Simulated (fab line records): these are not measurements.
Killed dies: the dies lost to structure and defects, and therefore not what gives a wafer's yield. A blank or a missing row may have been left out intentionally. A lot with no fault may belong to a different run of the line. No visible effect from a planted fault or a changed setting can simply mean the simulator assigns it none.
Problem report, 8D (eight disciplines) form, completed by code -- flow n5-finfet -- the parts of the form that need people (team, actions taken, sign-off) are left out

## 1. WHAT IS WRONG
Wafers with no fault read 391.8 W with a standard deviation of 1.3, whereas rf-fwd-power-W at N5_BEOL_M5_ETCH_41 reads a mean of 299.3 W on 1 wafer of 1 lot. Relative to the usual mean, that is a shift of -71 standard deviations.
The step: etches SiCN in CH3F/O2, target depth 31.5 nm, time 56.7 s.
Earliest sighting: wafer L566.2 on rie-diel-06 at day 15 07:59. The record has a number at this step for 27 wafers belonging to 9 lots. The rule behind "out" and "out of limits": a value lying over 4 standard deviations away from the usual mean. The other wafers with a number count as sound.

## 2. WHAT IT IS AND WHAT IT IS NOT
question,is,is not
which readings at this step,"rf-fwd-power-W, rf-vpp-V","drypump-motor-current-A, oes-product-au, showerhead-plenum-p-Torr, throttle-valve-pct"
which lots,L566,"L552, L555, L557, L569, L572, L573, L574, L575"
which wafers of those lots,L566.2,"L566.3, L566.6"
read on which tools,rie-diel-06,"rie-diel-02, rie-diel-04"
when,from day 15 07:59,"up to then (14 sound wafers); but 12 sound wafers of L572, L573, L574, L575 came after"

## 3. THE SUSPECTS, EACH WITH WHAT RULES IT OUT
Counting: any tool at a process step up to the reading remains a suspect provided it ran every lot that is out. Sound lots after the first of them don't rule it out here, since some wafers of a struck lot are sound.
- rie-diel-06 at N5_BEOL_M5_DESCUM_33 (chemistry O2, time 7 s): kept. It processed L566, the lot that is out, at day 15 07:41, and its most recent sound lot before then was L555 at day 11 09:28.
- rie-diel-06 at N5_BEOL_M5_ETCH_68 (etches SOC in N2/H2, target depth 80 nm, overetch 16 nm, time 120 s): kept. It processed L566, the lot that is out, at day 15 07:46, and its most recent sound lot before then was L555 at day 11 09:32.
- rie-diel-06 at N5_BEOL_M5_STRIP_36 (strips in N2/H2): kept. It processed L566, the lot that is out, at day 15 07:55, and its most recent sound lot before then was L555 at day 11 09:41.
- rie-diel-06 at N5_BEOL_M5_ETCH_41 (etches SiCN in CH3F/O2, target depth 31.5 nm, time 56.7 s): kept. It processed L566, the lot that is out, at day 15 07:59, and its most recent sound lot before then was L555 at day 11 09:45. Its own readings are out on those wafers: rf-fwd-power-W, rf-vpp-V.
- Within rie-diel-06 at N5_BEOL_M5_DESCUM_33, the wafers that are out were processed in chamber 0 and their sound lot-mates in chamber 3.
- Within rie-diel-06 at N5_BEOL_M5_ETCH_68, the wafers that are out were processed in chamber 0 and their sound lot-mates in chamber 3.
- Within rie-diel-06 at N5_BEOL_M5_STRIP_36, the wafers that are out were processed in chamber 0 and their sound lot-mates in chamber 3.
- Within rie-diel-06 at N5_BEOL_M5_ETCH_41, the wafers that are out were processed in chamber 0 and their sound lot-mates in chamber 3.
Left after counting: rie-diel-06 at N5_BEOL_M5_DESCUM_33, rie-diel-06 at N5_BEOL_M5_ETCH_68, rie-diel-06 at N5_BEOL_M5_STRIP_36, rie-diel-06 at N5_BEOL_M5_ETCH_41.

## 4. THE CAUSE (what the simulator had put in)
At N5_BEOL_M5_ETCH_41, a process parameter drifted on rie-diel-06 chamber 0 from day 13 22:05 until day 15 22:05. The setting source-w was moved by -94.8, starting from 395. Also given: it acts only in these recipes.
After counting, 4 suspects remain, this tool included.

## 5. THE CHAIN OF EFFECTS, in route order
Each row: a reading whose mean over the struck wafers that have a number lies more than 3 standard deviations from the usual. Only readings for which the record gives a usual standard deviation are gone through. hours: the time from each lot's start at the first step in this table that gives one to its start at this step, as a median over the lots. sigmas: the change in usual standard deviations.
hours,step,reading,usual,on struck wafers,change,sigmas
0,N5_BEOL_M5_ETCH_41,rf-fwd-power-W,391.8 W,299.3,-92.5,-71
0,N5_BEOL_M5_ETCH_41,rf-vpp-V,296.8 V,324.4,+27.6,+15
The process steps in it:
- N5_BEOL_M5_ETCH_41: etches SiCN in CH3F/O2, target depth 31.5 nm, time 56.7 s.

## 6. WHAT WOULD HAVE CAUGHT IT SOONER
In this record the first reading out of limits was taken at day 15 07:59, 34 hours after the fault began at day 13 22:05.
